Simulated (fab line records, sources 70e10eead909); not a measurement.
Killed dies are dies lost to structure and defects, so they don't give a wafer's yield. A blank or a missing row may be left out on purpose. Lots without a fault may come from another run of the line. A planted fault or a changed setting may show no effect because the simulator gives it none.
Chamber matching | flow nand_harc | NHARC_P_M2_ETCH_15 on rie_diel-13: 4 sister chambers
The step etches the open film in C4F8/Ar, target depth 182.5 nm, time 91.2 s. 8 wafers are shown with their chamber, then 7 later ones without.

WAFERS WITH THEIR CHAMBER
wafer  | chamber | rf_vpp_V (V) | oes_product_au (a.u.)
L416.2 | 1       | 442.8        | 0.944
L417.4 | 0       | 436.3        | 0.964
L417.5 | 2       | 444.8        | 0.957
L430.1 | 0       | 438.0        | 0.911
L430.3 | 3       | 442.3        | 0.927
L430.6 | 2       | 444.4        | 0.928
L431.1 | 3       | 441.6        | 0.929
L431.4 | 1       | 442.3        | 0.909

WAFERS WITHOUT THEIR CHAMBER
wafer  | rf_vpp_V (V) | oes_product_au (a.u.)
L431.5 | 437.8        | 0.908
L432.1 | 444.6        | 0.966
L432.3 | 436.1        | 0.967
L432.6 | 444.1        | 0.960
L434.1 | 445.0        | 0.950
L434.3 | 442.6        | 0.952
L434.5 | 443.9        | 0.957

WHICH CHAMBER EACH WENT THROUGH
wafer  | from the rows above          | in truth
L431.5 | 0                            | 0
L432.1 | 2                            | 2
L432.3 | 0                            | 0
L432.6 | can't be placed: 2 or 1      | 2
L434.1 | 2                            | 2
L434.3 | can't be placed: 1 or 3 or 2 | 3
L434.5 | can't be placed: 2 or 1 or 3 | 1
Placed correctly: 4 of 7. Can't be placed from these rows: 3 (the true chamber is among the candidates in 3). Placed wrongly: 0.
How it was worked out, from the rows above alone: a wafer's distance from a chamber is the root of the sum, over the readings, of the square of ((its reading less the chamber's mean) divided by the reading's scatter). The wafer belongs to the nearest chamber; if the next one is less than 2 further off, it can't be placed. A chamber's mean is the mean of its shown wafers. The scatter: the root of (the sum of the squares of (reading less its chamber's mean) over the shown wafers, divided by (wafers less chambers)).
